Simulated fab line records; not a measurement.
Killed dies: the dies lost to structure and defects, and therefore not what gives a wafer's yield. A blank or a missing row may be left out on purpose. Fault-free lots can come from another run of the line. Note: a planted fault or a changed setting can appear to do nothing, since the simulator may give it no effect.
fab line records + flow n5_finfet
record
- lots=3
- wafers=9
- last_day=15
route steps=1938 shown BEOL_M8@1392 BEOL_M9@1401 PASSIVATION@1936
lots untouched by any fault: they come from a run of this same line in which no faults occurred
start_h: the number of hours between the record's first day and the start of the first shown wafer of the lot + wait_h: hours from the lot's prior step to this one + " same as the row above + L1.1+2: a row that stands for several wafers + - no value, or no start given + * or withheld: withheld + < > ~ a bound
route shown NAME@n: a module of which the file shows steps, and the number in the route of the first + usual: average and standard deviation across the fault-free wafers + same: alike in all rows + chamber/n: place in a boat + sites: readings site by site + _std_site: the standard deviation of these + _edge_site: outer sites' mean less inner sites' + radius_mm: how far each site lies from the wafer's centre + mask NAME#n: copy n + behind: tool/chamber where the wafer was last shaped + hold: reason for holding the lot/hours on hold/outcome of the hold + device: which transistor (n, p or np) failed to switch + end of line: at the end of the route, the tests of the same wafers + a step given without rows: its recipe and nothing more + killed: the dies lost at the first sort to structure and to defects; this is not the yield of the wafer + map: shows each die of a wafer: x if killed, . if not, _ if none is there
set.NAME: the setting that was run; set.NAME@STEP: the one run at that earlier step + model.NAME: the simulator's own value behind a step, which no gauge read
a table for each step, a row for each wafer; lots at some steps of the route
services: a tool's chamber out of use, with start hour (start_h, from the record's first day; less than 0 if before it), hours out, and reason
## steps
# step N5_BEOL_M8_SPUTTER_48
# recipe
- material=Cu
- target_thk_a=100
- temp_c=-20
- bias_v=60
- power_w=26000
- chamber_pressure_pa=0.13
- time_s=1.667
# step N5_BEOL_M8_ECD_50
# recipe
- material=Cu
- target_thk_a=3000
# step N5_BEOL_M8_ANNEAL_51
# recipe
- temp_c=225
- time_s=90
- ambient=N2
# step N5_BEOL_M8_CMP_52
# recipe
- stop_on=SiCOH_lowk
- t_overpolish_s=6.9
- down_force_psi=1
- platen_rpm=50
- clearing_platen_down_force_psi=1.5
- clearing_platen_rpm=50
- post_cmp_clean=cu_alkaline
- target_thk_nm=80
- clearing_platen_pad_velocity_m_s=0.99484
- pad_velocity_m_s=0.99484
# step N5_BEOL_M8_PRE_CLEAN_55
# recipe
- gas=NH3
- time_s=15
- temp_c=withheld
- rf_power_w=300
# step N5_BEOL_M8_DEP_56
# recipe
- material=SiCN
- target_thk_a=100
- temp_c=withheld
- precursor=3MS/NH3
- pressure_torr=3
- rf_w=202
- time_s=17.5
# step N5_BEOL_M9_ILD_DEP_00
# recipe
- material=SiCOH_lowk
- target_thk_a=3085.1
- temp_c=300
- precursor=DEMS/porogen
- pressure_torr=5
- rf_w=500
- time_s=58
# step N5_BEOL_M9_CURE_71
# recipe
- temp_c=385
- time_s=240
- ambient=He/Ar
- material=SiCOH_lowk
# step N5_BEOL_M9_PECVD_70
# recipe
- material=SiO2
- target_thk_a=200
- temp_c=400
- precursor=TEOS/O2
- pressure_torr=5.5
- rf_w=450
- teos_flow_sccm=53.8
- gas=O2
- flow_sccm=3000
- time_s=22.7
# usual
- heater_power_w=670/87
- showerhead_plenum_p_Torr=8.78/0.047
- susceptor_temp_C=400.00/0.21
- throttle_valve_pct=22.6/1.4
| lot.wafer | tool     | chamber | start_h | wait_h | heater_power_w | showerhead_plenum_p_Torr | susceptor_temp_C | throttle_valve_pct | model.SiO2_of_BEOL_M9_PECVD_70.thk_nm |
|-----------|----------|---------|---------|--------|----------------|--------------------------|------------------|--------------------|---------------------------------------|
| L583.1    | pecvd-02 | 2       | 258.03  | 0.0    | 761            | 8.80                     | 399.76           | 20.9               | 19.2                                  |
| L583.3    | "        | 0       | "       | "      | 518            | 8.76                     | 400.14           | 23.3               | 19.6                                  |
| L583.6    | "        | 2       | "       | "      | 763            | 8.77                     | 399.70           | 21.0               | 19.6                                  |
| L584.2    | pecvd-03 | 2       | 269.59  | 0.0    | 700            | 8.74                     | 399.62           | 20.3               | 20.2                                  |
| L584.3    | "        | 1       | "       | "      | 752            | 8.70                     | 400.24           | 23.0               | 19.8                                  |
| L584.6    | "        | 1       | "       | "      | 767            | 8.70                     | 400.36           | 23.0               | 20                                    |
| L589.1    | pecvd-02 | 0       | 289.50  | 0.0    | 520            | 8.75                     | -                | 23.0               | 16.4                                  |
| L589.3    | "        | 1       | "       | "      | 651            | 8.73                     | 400.38           | 24.8               | 19.4                                  |
| L589.5    | "        | 1       | "       | "      | 671            | 8.74                     | 400.24           | 24.6               | 20.2                                  |
# step N5_BEOL_M9_HM_DEP_02
# recipe
- material=TiN
- target_thk_a=200
- temp_c=25
- chamber_pressure_pa=0.49996
# step N5_BEOL_M9_COAT_59
# recipe
- resist=SOC
- temp_c=250
- time_s=60
- spin_rpm=1500
- resist_thk_nm=100
# step N5_BEOL_M9_COAT_60
# recipe
- resist=SiARC
- temp_c=220
- time_s=60
- spin_rpm=1500
- resist_thk_nm=30
# step N5_BEOL_M9_COAT_05
# recipe
- resist=CAR-ArF
- spin_rpm=1500
- resist_thk_nm=90
# step N5_BEOL_M9_EBR_07
# recipe
- solvent=PGMEA
- ebr_width_mm=1.5
# step N5_BEOL_M9_SOFTBAKE_06
# recipe
- temp_c=110
- time_s=60
- resist=CAR-ArF
# step N5_BEOL_M9_EXPOSE_08
# recipe
- mask_id=M9
- na=1.35
- source_shape=dipole
- sigma_inner=0.411
- sigma_outer=0.611
- polarization=te
- dose_mj=53.75
# step N5_BEOL_M9_PEB_09
# recipe
- peb_temp_c=withheld
- peb_time_s=60
- resist=CAR-ArF
# step N5_BEOL_M9_DEVELOP_10
# recipe
- develop_time_s=30
- developer=TMAH
- resist=CAR-ArF
- rinse_liquid=diw
- dry=air_spin
- dev_temp_c=23
# step N5_BEOL_M9_DESCUM_16
# recipe
- chemistry=O2
- time_s=7.9
- source_power_w=50
- bias_power_w=20
- pressure_mtorr=20
- rf_frequency_hz=2.712e+07
- temp_c=40
- resist=CAR-ArF
- o2_flow_sccm=225
# step N5_BEOL_M9_ETCH_61
# recipe
- chemistry=CF4
- target=SiARC
- target_depth_a=390
- mask_material=CAR-ArF
- time_s=65
- ion_energy_ev=80
- pressure_mtorr=40
- source_w=545
- bias_w=36
- Ar_flow_sccm=100
- cf4_flow_sccm=100
- ends=cleared
# step N5_BEOL_M9_ETCH_62
# recipe
- chemistry=N2/H2
- target=SOC
- target_depth_a=1100
- overetch_a=220
- mask_material=SiARC
- temp_c=40
- time_s=165
- ion_energy_ev=200
- pressure_mtorr=30
- source_w=840
- bias_w=150
- n2_flow_sccm=200
- h2_flow_sccm=200
# step N5_BEOL_M9_STRIP_68
# recipe
- chemistry=N2/H2
- temp_c=40
- n2_flow_sccm=200
- h2_flow_sccm=200
- rf_frequency_hz=6e+07
# step N5_BEOL_M9_STRIP_67
# recipe
- chemistry=CF4
- resist=SiARC
- power_w=300
- bias_power_w=75
- pressure_mtorr=50
- cf4_flow_sccm=150
- rf_frequency_hz=6e+07
# step N5_BEOL_M9_HM_OPEN_17
# recipe
- chemistry=Cl2/BCl3
- target_depth_a=200
- overetch_a=60
- target=TiN
- mask_material=SOC
- ion_energy_ev=150
- pressure_mtorr=10
- icp_w=1000
- bias_w=126
- Cl2_flow_sccm=53.25
- bcl3_flow_sccm=21.75
- Ar_flow_sccm=25
# step N5_BEOL_M9_STRIP_19
# recipe
- chemistry=O2
- power_w=400
- temp_c=40
- pressure_mtorr=30
- rf_frequency_hz=6e+07
- bias_power_w=0
- overash_fraction=0.2
- o2_flow_sccm=225
# step N5_BEOL_M9_COAT_63
# recipe
- resist=SOC
- temp_c=250
- time_s=60
- spin_rpm=1500
- resist_thk_nm=60
# step N5_BEOL_M9_COAT_64
# recipe
- resist=SiARC
- temp_c=220
- time_s=60
- spin_rpm=1500
- resist_thk_nm=12
# step N5_BEOL_M9_COAT_75
# recipe
- resist=underlayer
- temp_c=205
- time_s=60
- spin_rpm=1500
- resist_thk_nm=5
# step N5_BEOL_M9_COAT_22
# recipe
- resist=CAR-EUV
- spin_rpm=1500
- resist_thk_nm=30
# step N5_BEOL_M9_EBR_24
# recipe
- solvent=PGMEA
- ebr_width_mm=1.5
# step N5_BEOL_M9_SOFTBAKE_23
# recipe
- temp_c=110
- time_s=60
- resist=CAR-EUV
# step N5_BEOL_M9_EXPOSE_25
# recipe
- mask_id=V8
- na=0.33
- source_shape=annular
- sigma_inner=0.4
- sigma_outer=0.8
- polarization=unpolarized
- dose_mj=37.25
# step N5_BEOL_M9_PEB_26
# recipe
- peb_temp_c=100
- peb_time_s=60
- resist=CAR-EUV
# step N5_BEOL_M9_DEVELOP_27
# recipe
- develop_time_s=30
- developer=TMAH
- resist=CAR-EUV
- rinse_liquid=surfactant_rinse
- dry=air_spin
- dev_temp_c=23
# step N5_BEOL_M9_HM_STRIP_39
# recipe
- chemistry=peroxide_tin_strip
- material=TiN
- target_depth_a=250
- temp_c=50
- time_s=158
| lot.wafer | tool         | chamber | start_h | wait_h | model.SiO2_of_BEOL_M9_PECVD_70.thk_nm |
|-----------|--------------|---------|---------|--------|---------------------------------------|
| L583.1    | wet_bench-06 | 1       | 261.38  | 0.0    | 19                                    |
| L583.3+6  | "            | 6,0     | "       | "      | 19.4                                  |
| L584.2    | wet_bench-01 | 4       | 274.69  | 0.0    | 20                                    |
| L584.3    | "            | 7       | "       | "      | 19.6                                  |
| L584.6    | "            | 5       | "       | "      | 19.8                                  |
| L589.1    | wet_bench-04 | 1       | 293.06  | 0.0    | 16.2                                  |
| L589.3    | "            | 4       | "       | "      | 19.4                                  |
| L589.5    | "            | 3       | "       | "      | 20                                    |
# step N5_BEOL_M9_CMP_52
# recipe
- stop_on=SiCOH_lowk
- t_overpolish_s=7
- down_force_psi=1
- platen_rpm=50
- clearing_platen_down_force_psi=1.5
- clearing_platen_rpm=50
- post_cmp_clean=cu_alkaline
- target_thk_nm=140
- clearing_platen_pad_velocity_m_s=0.99484
- pad_velocity_m_s=0.99484
# usual
- barrier_field_endpoint_s=28.7/0.96
- motor_current_A=6.0/0.42
- retaining_ring_pressure_frac=1.000/0.0049
- slurry_flow_ml_min=149.9/0.45
| lot.wafer | tool   | chamber | start_h | wait_h | barrier_field_endpoint_s | motor_current_A | retaining_ring_pressure_frac | slurry_flow_ml_min |
|-----------|--------|---------|---------|--------|--------------------------|-----------------|------------------------------|--------------------|
| L583.1    | cmp-04 | 1       | 263.09  | 0.3    | 27.9                     | 5.8             | 1.001                        | 149.9              |
| L583.3    | "      | 0       | "       | "      | 29.2                     | 6.3             | 0.996                        | 150.1              |
| L583.6    | "      | 2       | "       | "      | 28.8                     | 5.9             | 1.006                        | 149.8              |
| L584.2    | cmp-04 | 1       | 278.17  | 0.2    | 29.8                     | 5.9             | 1.009                        | 150.3              |
| L584.3    | "      | 2       | "       | "      | 29.5                     | 6.0             | 1.003                        | 150.0              |
| L584.6    | "      | 1       | "       | "      | 29.0                     | 6.0             | 1.005                        | 149.9              |
| L589.3    | cmp-03 | 3       | 294.88  | 0.2    | 29.7                     | 6.0             | 1.000                        | 150.5              |
| L589.1    | "      | 0       | "       | "      | 25.7                     | 5.3             | 1.005                        | 149.3              |
| L589.5    | "      | 0       | "       | "      | 30.1                     | 5.5             | 0.994                        | 149.7              |
# step N5_PASSIVATION_PROBE_49
# usual
- defect_limited_yield=91.1/1.4
- killed_at_M0_to_M3=34/9.7
- killed_at_M4_up=13/5.1
- killed_at_contacts=14/6.3
- killed_at_front_end=40/11
- killed_at_other=3.5/2.7
- killed_dies=105/16
- killed_open=70/12
- killed_short=34/7.8
- sort_bin_5_function=5.2/0.88
- sort_bin_6_memory=3.3/0.7
- sort_n_pass=1074/17
- sort_yield_pct=91.0/1.5
# same
- gross_dies=1180
- killed_at_back_side=0
- sort_bin_4_leakage[%]=0
- sort_bin_8_speed[%]=0
| lot.wafer | tool      | chamber | start_h | wait_h | defect_limited_yield[%] | killed_at_M0_to_M3 | killed_at_M4_up | killed_at_contacts | killed_at_front_end | killed_at_other | killed_dies | killed_open | killed_short | sort_bin_5_function[%] | sort_bin_6_memory[%] | sort_n_pass | sort_yield_pct[%] |
|-----------|-----------|---------|---------|--------|-------------------------|--------------------|-----------------|--------------------|---------------------|-----------------|-------------|-------------|--------------|------------------------|----------------------|-------------|-------------------|
| L583.1    | prober-01 | -       | 320.87  | 0.0    | 91.9                    | 40                 | 10              | 9                  | 29                  | 8               | 96          | 59          | 34           | 4.6                    | 3.1                  | 1084        | 91.9              |
| L583.3    | prober-01 | -       | 320.97  | 0.1    | 91.7                    | 33                 | 10              | 16                 | 37                  | 2               | 98          | 69          | 28           | 5.1                    | 3.0                  | 1082        | 91.7              |
| L583.6    | prober-01 | -       | 321.12  | 0.3    | 91.9                    | 30                 | 19              | 11                 | 31                  | 4               | 95          | 62          | 32           | 5.0                    | 2.7                  | 1085        | 91.9              |
| L589.1    | prober-02 | -       | 357.42  | 0.0    | 91.5                    | 30                 | 9               | 14                 | 45                  | 2               | 100         | 61          | 37           | 5.0                    | 2.8                  | 1080        | 91.5              |
| L589.3    | prober-02 | -       | 357.52  | 0.1    | 93.6                    | 17                 | 11              | 14                 | 32                  | 2               | 76          | 57          | 19           | 3.6                    | 2.6                  | 1104        | 93.6              |
| L589.5    | prober-02 | -       | 357.62  | 0.2    | 91.7                    | 29                 | 13              | 24                 | 29                  | 3               | 98          | 71          | 27           | 4.8                    | 3.3                  | 1082        | 91.7              |
# killed by level:class
L583.1 BEOL_M2:geometric_particle:open=8 MOL_CONTACT_COAG:geometric_particle:open=8 FIN_SAQP:geometric_particle:short=7 BEOL_M0_SAQP:geometric_particle:short=7 BEOL_M1:geometric_particle:open=7 BEOL_M0_SAQP:geometric_particle:open=6 STI_FIN_REVEAL:geometric_particle:open=5 STARTING-WAFER:geometric_particle:open=4
L583.3 MOL_CONTACT_COAG:geometric_particle:open=15 STI_FIN_REVEAL:geometric_particle:open=8 BEOL_M3:geometric_particle:open=8 FIN_SAQP:geometric_particle:short=6 BEOL_M2:geometric_particle:open=6 BEOL_M0_SAQP:geometric_particle:open=5 DUMMY_GATE:geometric_particle:open=4 GATE_CUT:geometric_particle:short=4
L583.6 MOL_CONTACT_COAG:geometric_particle:open=10 BEOL_M1:geometric_particle:open=7 FIN_SAQP:geometric_particle:short=6 STI_FIN_REVEAL:geometric_particle:open=6 BEOL_M4:geometric_particle:open=6 BEOL_M2:geometric_particle:open=5 BEOL_M5:geometric_particle:open=5 DUMMY_GATE:geometric_particle:open=4
L589.1 FIN_SAQP:geometric_particle:short=10 BEOL_M1:geometric_particle:open=10 MOL_CONTACT_COAG:geometric_particle:open=9 STI_FIN_REVEAL:geometric_particle:open=7 BEOL_M2:geometric_particle:open=6 BEOL_M0_SAQP:geometric_particle:open=6 DUMMY_GATE:geometric_particle:open=5 MOL_CONTACT_COAG:geometric_particle:short=5
L589.3 MOL_CONTACT_COAG:geometric_particle:open=12 STI_FIN_REVEAL:geometric_particle:open=9 DUMMY_GATE:geometric_particle:open=7 BEOL_M0:geometric_particle:open=4 BEOL_M2:geometric_particle:open=4 ILD0:geometric_particle:open=3 BEOL_M1:geometric_particle:open=3 BEOL_M4:geometric_particle:open=3
L589.5 MOL_CONTACT_COAG:geometric_particle:open=20 BEOL_M1:geometric_particle:open=8 BEOL_M4:geometric_particle:open=7 GATE_CUT:geometric_particle:short=6 STI_FIN_REVEAL:geometric_particle:open=5 BEOL_M2:geometric_particle:open=5 BEOL_M3:geometric_particle:open=5 FIN_SAQP:geometric_particle:short=4
## services
| tool         | chamber | start_h | hours | kind           |
|--------------|---------|---------|-------|----------------|
| cmp-03       | -       | 236.80  | 5.6   | repair         |
| wet_bench-01 | -       | 240.48  | 1.9   | pm             |
| pecvd-03     | 2       | 264.01  | 2.1   | scheduled_down |
## key
first_sign
- step=N5_BEOL_M9_CMP_52
- reading=barrier_field_endpoint_s
- direction=down
- sigmas=3.1
- usual=28.7
- struck=25.7
effect none on later readings
model_effect
- step=N5_BEOL_M9_PECVD_70
- value=SiO2_of_BEOL_M9_PECVD_70.thk_nm
- without=19.6
- struck=16.4
model_effect
- step=N5_BEOL_M9_HM_STRIP_39
- value=SiO2_of_BEOL_M9_PECVD_70.thk_nm
- without=19.4
- struck=16.2
met_at N5_BEOL_M9_PECVD_70
struck_wafers L589.1
onset_between 258.03 289.50
fault
- kind=process_parameter_drift
- tool=pecvd-02
- chamber=-
- onset_h=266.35
- steps=N5_BEOL_M9_PECVD_70
- channel=time_s
- offset=*
- shape=step
- end_h=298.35
- scope=struck_wafers_only
- acts_in=*
- stated=*
